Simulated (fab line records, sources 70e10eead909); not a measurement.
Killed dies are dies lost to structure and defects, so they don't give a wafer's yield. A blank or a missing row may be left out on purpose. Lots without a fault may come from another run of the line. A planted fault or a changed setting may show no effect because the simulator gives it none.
fab line records | flow nand_harc
record lots=5 wafers=15 last_day=22
route steps=1159 shown P_STI@78
lots that met no fault: from a run of the same line without faults
start_h: hours from the record's first day to the start of the lot's first wafer shown | wait_h: hours since the lot's step before | " the same as in the row above | L1.1+2: a row that stands for several wafers | - no value, or no start given | * or withheld: withheld | < > ~ a bound
route shown NAME@n: a module of which the file shows steps, and the number in the route of the first | usual: mean/standard deviation of fault-free wafers | same: alike in all rows | chamber/n: place in a boat | sites: the reading at each site | _std_site: their standard deviation | _edge_site: outer sites' mean less inner sites' | radius_mm: how far each site lies from the wafer's centre | mask NAME#n: copy n | behind: the tool/chamber that last shaped the wafer | hold: why the lot was held/for how many hours/how that ended | device: the transistor (n, p or np) that didn't switch | end of line: the same wafers' tests at the end of the route | a step without rows: its recipe alone | killed: dies lost to structure and defects at the first sort, not the wafer's yield | map: a wafer's dies, x killed, . not, _ none there
set.NAME: the setting as run; set.NAME@STEP: as run at that earlier step | model.NAME: the simulator's own value behind a step, which no gauge read
lots at some steps of the route; a table a step, a row a wafer
services: from which hour (start_h, from the record's first day; less than 0 if before it) a tool's chamber was out of use, for how many hours, and why
## steps
# step NHARC_P_STI_SOFTBAKE_04
# recipe temp_c=125 time_s=70
# step NHARC_P_STI_EBR_05
# step NHARC_P_STI_EXPOSE_06
# recipe na=0.55 target_cd_nm=200 dose_mj=37.69 mask_id=P_STI
# step NHARC_P_STI_PEB_07
# recipe peb_temp_c=128 peb_time_s=80
# step NHARC_P_STI_DEVELOP_08
# recipe time_s=50 dev_temp_c=22
# step NHARC_P_STI_CD_MEAS_09
# recipe target_cd_nm=200 landing_energy_ev=500
# usual cd_nm=200.0/1.5
# columns lot.wafer tool chamber start_h wait_h cd_nm
L739.3 cd_sem-01 0 44.25 - 201.0
L739.4 " 0 " " 201.7
L739.6 " 0 " " 199.9
L741.1 cd_sem-03 0 58.58 - 201.3
L741.3 " 0 " " 198.5
L741.4 " 0 " " 200.2
L745.1 cd_sem-03 0 84.88 - 201.2
L745.2 " 0 " " 200.0
L745.5 " 0 " " 199.4
L746.1 cd_sem-03 0 88.88 - 200.1
L746.2 " 0 " " 199.6
L746.5 " 0 " " 200.8
L754.2 cd_sem-03 0 140.09 - 198.8
L754.4 " 0 " " 199.0
L754.6 " 0 " " 200.7
# step NHARC_P_STI_OVL_MEAS_10
# usual overlay_x_nm=1/5.3 overlay_y_nm=0/6.5
# columns lot.wafer tool chamber start_h wait_h overlay_x_nm overlay_y_nm
L739.3 overlay-01 - 44.34 - 6 11
L739.4 " - " " 5 11
L739.6 " - " " 6 12
L741.1 overlay-02 - 58.67 - -3 11
L741.3 " - " " -3 11
L741.4 " - " " -3 11
L745.1 overlay-02 - 84.97 - -2 -7
L745.2 " - " " -3 -7
L745.5 " - " " -2 -7
L746.1 overlay-01 - 88.97 - 3 -1
L746.2 " - " " 3 -1
L746.5 " - " " 3 -1
L754.2 overlay-01 - 140.18 - -6 15
L754.4 " - " " -6 14
L754.6 " - " " -5 14
# step NHARC_P_STI_INSPECT_11
# usual raw_defect_count=5.8/2.6
# columns lot.wafer tool chamber start_h wait_h raw_defect_count
L739.3 defect_inspect-01 - 44.37 0.0 5
L739.4 " - " " 4
L739.6 " - " " 3
L741.1 defect_inspect-02 - 58.71 0.0 4
L741.3 " - " " 6
L741.4 " - " " 6
L745.1 defect_inspect-02 - 85.01 0.0 6
L745.2 " - " " 7
L745.5 " - " " 8
L746.1 defect_inspect-01 - 89.01 0.0 6
L746.2 " - " " 11
L746.5 " - " " 9
L754.2 defect_inspect-02 - 140.22 0.0 6
L754.4 " - " " 7
L754.6 " - " " 4
# step NHARC_P_STI_HARDBAKE_13
# recipe temp_c=118 time_s=65
# step NHARC_P_STI_DESCUM_14
# recipe time_s=3 o2_flow_sccm=200 ar_flow_sccm=0 bias_power_w=0 chemistry=O2
# usual drypump_motor_current_A=5.7/0.31 oes_product_au=1.001/0.0072 rf_vpp_V=57.9/0.82 showerhead_plenum_p_Torr=1.95/0.072 throttle_valve_pct=11.311/0.0095
# columns lot.wafer tool chamber start_h wait_h drypump_motor_current_A oes_product_au rf_hours_counter_h rf_vpp_V showerhead_plenum_p_Torr throttle_valve_pct
L739.3 rie_diel-08 0 44.51 - 5.2 0.993 2.0 57.6 2.02 11.314
L739.4 " 2 " " 5.2 0.994 2.3 57.3 1.93 11.297
L739.6 " 3 " " 6.1 0.996 - 57.5 1.97 11.319
L741.4 rie_diel-03 3 58.85 - 5.5 1.011 0.5 57.3 1.93 11.320
L741.1 " 0 " " 5.5 1.012 0.5 58.2 2.02 11.310
L741.3 " 1 " " 5.4 1.001 0.5 57.4 2.02 11.321
L745.2 rie_diel-12 3 85.14 - 5.9 1.007 4.1 57.5 1.88 11.307
L745.1 " 2 " " 5.9 1.002 3.7 58.2 2.06 11.302
L745.5 " 0 " " 6.2 1.016 - 59.4 1.93 11.310
L746.1 rie_diel-08 2 89.16 - 5.2 0.988 3.2 57.7 1.93 11.309
L746.2 " 3 " " 6.1 0.989 3.1 57.5 1.97 11.312
L746.5 " 0 " " 5.2 0.998 - 59.7 2.02 11.310
L754.4 rie_diel-12 0 140.35 - 6.1 1.002 5.8 57.2 1.93 11.329
L754.2 " 1 " " 5.6 1.000 5.7 58.8 1.84 11.308
L754.6 " 0 " " 6.1 1.003 - 57.9 1.93 11.301
# step NHARC_P_STI_ETCH_42
# recipe target_depth_a=800 overetch_a=240 time_s=61 ion_energy_ev=200 n2_flow_sccm=150 h2_flow_sccm=150 ar_flow_sccm=0 rf_w=400 bias_w=150 chemistry=N2/H2
# usual drypump_motor_current_A=5.7/0.3 h2_flow_sccm=150.0/0.45 oes_product_au=1.000/0.0077 rf_vpp_V=431.6/2.4 showerhead_plenum_p_Torr=2.09/0.083 throttle_valve_pct=14.170/0.0096
# columns lot.wafer tool chamber start_h wait_h drypump_motor_current_A h2_flow_sccm oes_product_au rf_hours_counter_h rf_vpp_V showerhead_plenum_p_Torr throttle_valve_pct
L739.4 rie_diel-08 3 44.59 0.1 6.1 149.2 0.985 2.2 431.0 2.10 14.177
L739.3 " 2 " " 5.3 150.3 0.999 2.3 432.6 2.06 14.163
L739.6 " 3 " " 6.1 149.1 0.985 - 432.9 2.10 14.168
L741.4 rie_diel-03 1 58.92 0.1 5.5 150.7 0.994 0.5 432.0 2.15 14.174
L741.1 " 2 " " 5.7 150.0 1.001 0.5 435.1 2.18 14.171
L741.3 " 0 " " 5.5 150.1 1.011 0.5 433.2 2.15 14.177
L745.1 rie_diel-12 0 85.23 0.1 6.1 150.0 1.007 3.4 431.2 2.06 14.181
L745.2 " 2 " " 5.9 150.3 1.005 3.7 433.8 2.20 14.169
L745.5 " 0 " " 6.2 149.8 1.014 - 429.7 2.06 14.165
L746.2 rie_diel-08 0 89.23 0.1 5.2 150.1 0.984 3.1 434.9 2.16 14.174
L746.1 " 1 " " 5.1 149.9 0.988 2.8 431.7 2.09 14.180
L746.5 " 0 " " 5.2 149.9 0.988 - 433.2 2.16 14.180
L754.2 rie_diel-12 2 140.44 0.1 5.9 150.1 1.010 6.7 435.2 2.20 14.171
L754.4 " 3 " " 5.9 149.4 1.009 6.8 428.4 2.01 14.146
L754.6 " 2 " " 5.9 150.6 1.004 - 436.8 2.20 14.173
# step NHARC_P_STI_ETCH_31
# recipe target_depth_a=1089 time_s=54.5 cf4_flow_sccm=100 chf3_flow_sccm=30 ar_flow_sccm=0 rf_w=500 bias_w=200 chemistry=CF4/CHF3
# usual chf3_flow_sccm=30.02/0.1 drypump_motor_current_A=5.7/0.31 oes_product_au=0.963/0.017 rf_vpp_V=371.6/2.1 showerhead_plenum_p_Torr=1.60/0.058 throttle_valve_pct=16.803/0.0081
# columns lot.wafer tool chamber start_h wait_h chf3_flow_sccm drypump_motor_current_A oes_product_au rf_hours_counter_h rf_vpp_V showerhead_plenum_p_Torr throttle_valve_pct
L739.3 rie_diel-08 1 - - 29.87 5.2 0.978 1.8 371.1 1.61 16.794
L739.4 " 2 " " 30.16 5.2 0.981 2.4 372.0 1.59 16.801
L739.6 " 2 " " 30.09 5.2 0.977 - 371.6 1.59 16.807
L741.1 rie_diel-03 3 - - 30.05 5.5 0.966 0.5 371.5 1.59 16.806
L741.3 " 0 " " 30.10 5.4 0.975 0.5 374.7 1.65 16.804
L741.4 " 1 " " 30.00 5.4 0.967 0.5 373.6 1.65 16.792
L745.1 rie_diel-12 3 - - 29.94 5.9 0.954 4.1 369.6 1.55 16.802
L745.2 " 0 " " 29.94 6.2 0.951 3.4 370.9 1.59 16.798
L745.5 " 3 " " 29.88 5.9 0.959 - 369.2 1.55 16.811
L746.1 rie_diel-08 3 - - 30.08 6.1 0.961 3.2 372.1 1.62 16.812
L746.2 " 1 " " 29.87 5.1 0.955 2.8 372.6 1.61 16.805
L746.5 " 3 " " 29.94 6.1 0.961 - 371.3 1.62 16.804
L754.4 rie_diel-12 1 - - 29.99 5.6 0.959 5.8 367.5 1.52 16.796
L754.2 " 3 " " 30.04 5.8 0.977 6.8 370.5 1.55 16.817
L754.6 " 1 " " 30.00 5.6 0.950 - 368.3 1.52 16.797
# step NHARC_P_STI_ETCH_15
# recipe target_depth_a=3000 taper_deg=4 time_s=100.1 hbr_flow_sccm=150 cl2_flow_sccm=50 rf_w=400 icp_w=400 bias_w=100 chemistry=HBr/Cl2
# usual drypump_motor_current_A=5.8/0.3 hbr_flow_sccm=149.9/0.46 he_backside_leak_sccm=2.63/0.23 mfc_cl2_sccm=50.00/0.15 oes_product_au=0.999/0.0084 throttle_valve_pct=26.405/0.0092
# columns lot.wafer tool chamber start_h wait_h drypump_motor_current_A hbr_flow_sccm he_backside_leak_sccm mfc_cl2_sccm oes_product_au rf_hours_counter_h throttle_valve_pct model.P_STI.feature_depth_nm
L739.3 rie_si-02 1 44.80 - 6.0 150.3 2.49 49.79 0.998 0.0 26.417 298.9
L739.6 " 3 " " 5.3 149.1 2.47 49.96 0.979 - 26.399 293.9
L739.4 " 1 " " 5.9 150.4 2.50 50.23 0.999 - 26.404 299.6
L741.1 rie_si-03 3 59.13 - 5.7 149.9 2.68 49.93 0.994 0.5 26.403 294.8
L741.4 " 0 " " 5.9 149.6 2.93 50.25 0.998 0.5 26.399 302.7
L741.3 " 1 " " 6.3 148.9 2.40 49.97 0.999 0.4 26.404 302
L745.1 rie_si-02 1 85.42 - 6.0 150.0 2.58 50.08 1.004 0.5 26.408 303.2
L745.2 " 0 " " 5.9 149.8 2.42 49.71 0.904 0.4 26.397 252.5
L745.5 " 0 " " 5.9 150.0 2.62 49.91 0.893 - 26.416 250.1
L746.1 rie_si-05 1 89.43 - 6.0 149.5 2.55 49.87 0.999 0.1 26.401 299.1
L746.2 " 2 " " 5.3 150.3 2.38 49.78 0.995 0.0 26.395 297.4
L746.5 " 1 " " 6.0 149.6 2.49 50.00 1.010 - 26.415 302.9
L754.2 rie_si-03 3 140.63 - 5.7 149.8 2.61 49.90 0.986 1.1 26.407 296.3
L754.4 " 1 " " 6.2 150.3 2.33 50.46 1.000 0.9 26.398 300.9
L754.6 " 0 " " 6.0 149.9 2.96 50.23 1.003 - 26.397 299.8
# step NHARC_P_STI_CD_MEAS_16
# usual cd_nm=199.7/1.6
# columns lot.wafer tool chamber start_h wait_h cd_nm
L739.3 cd_sem-02 - 44.98 - 201.5
L739.4 " - " " 201.6
L739.6 " - " " 199.9
L741.1 cd_sem-03 - 59.27 - 201.6
L741.3 " - " " 197.8
L741.4 " - " " 200.1
L745.1 cd_sem-02 - 85.61 - 201.6
L745.2 " - " " 199.3
L745.5 " - " " 198.0
L746.1 cd_sem-03 - 89.58 - 200.4
L746.2 " - " " 199.5
L746.5 " - " " 201.5
L754.2 cd_sem-01 - 140.79 - 197.6
L754.4 " - " " 199.5
L754.6 " - " " 200.4
# step NHARC_P_STI_OCD_MEAS_17
# usual trench_depth_nm=300/3.6 trench_foot_cd_nm=158.0/1.7
# columns lot.wafer tool chamber start_h wait_h trench_depth_nm trench_foot_cd_nm
L739.3 ocd-01 - 45.07 0.1 299 159.4
L739.4 " - " " 300 159.3
L739.6 " - " " 293 158.4
L741.1 ocd-02 - 59.36 0.1 295 160.3
L741.3 " - " " 302 155.8
L741.4 " - " " 302 157.7
L745.1 ocd-01 - 85.70 0.1 303 158.6
L745.2 " - " " 253 164.7
L745.5 " - " " 250 164.6
L746.1 ocd-01 - 89.67 0.1 299 158.8
L746.2 " - " " 297 157.7
L746.5 " - " " 303 158.4
L754.2 ocd-01 - 140.89 0.1 296 157.0
L754.4 " - " " 301 157.2
L754.6 " - " " 299 159.1
# step NHARC_P_STI_STRIP_19
# recipe time_s=900 temp_c=130 chemistry=SPM
## services
# columns tool chamber start_h hours kind
rie_diel-12 - 25.40 9.0 pm
rie_diel-12 0 25.40 9.0 vent_cycle
rie_diel-12 1 25.40 9.0 vent_cycle
rie_diel-12 2 25.40 9.0 vent_cycle
rie_diel-12 3 25.40 9.0 vent_cycle
rie_diel-08 0 30.30 - clean
rie_diel-08 1 30.30 - clean
rie_diel-08 2 30.30 - clean
rie_diel-08 3 30.30 - clean
rie_si-03 1 33.03 4.9 repair
rie_si-02 - 34.00 9.0 pm
rie_diel-03 - 38.30 9.0 pm
rie_si-02 0 43.50 3.6 repair
rie_si-03 0 59.94 1.0 repair
rie_si-05 - 62.00 9.0 pm
rie_si-02 2 66.19 20.1 repair
rie_diel-03 3 68.10 11.0 repair
rie_si-02 3 79.11 3.8 repair
rie_si-02 0 80.57 2.1 repair
rie_si-05 2 91.03 4.1 repair
rie_si-05 - 96.17 0.6 repair
rie_diel-08 0 107.03 5.1 repair
rie_diel-08 - 124.80 9.0 pm
rie_si-03 3 128.02 2.3 repair
## key
first_sign step=NHARC_P_STI_ETCH_15 reading=oes_product_au direction=down sigmas=12 usual=0.999 struck=0.898
effect step=NHARC_P_STI_OCD_MEAS_17 reading=trench_depth_nm direction=down sigmas=14 usual=300 struck=251
model_effect step=NHARC_P_STI_ETCH_15 value=P_STI.feature_depth_nm without=304 struck=251.3
met_at NHARC_P_STI_ETCH_15
struck_wafers L745.2,L745.5
tester_left_out L745
fault kind=process_parameter_drift tool=rie_si-02 chamber=0 onset_h=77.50 steps=NHARC_P_STI_ETCH_15 channel=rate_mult offset=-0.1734 shape=step end_h=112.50
# tester_left_out: of these lots the tester's yield and bins aren't shown, on N5 and GAA mostly nor the transistor test; their killed dies are dies lost to structure and defects alone, not to doping, threshold or leakage, so they don't give the yield
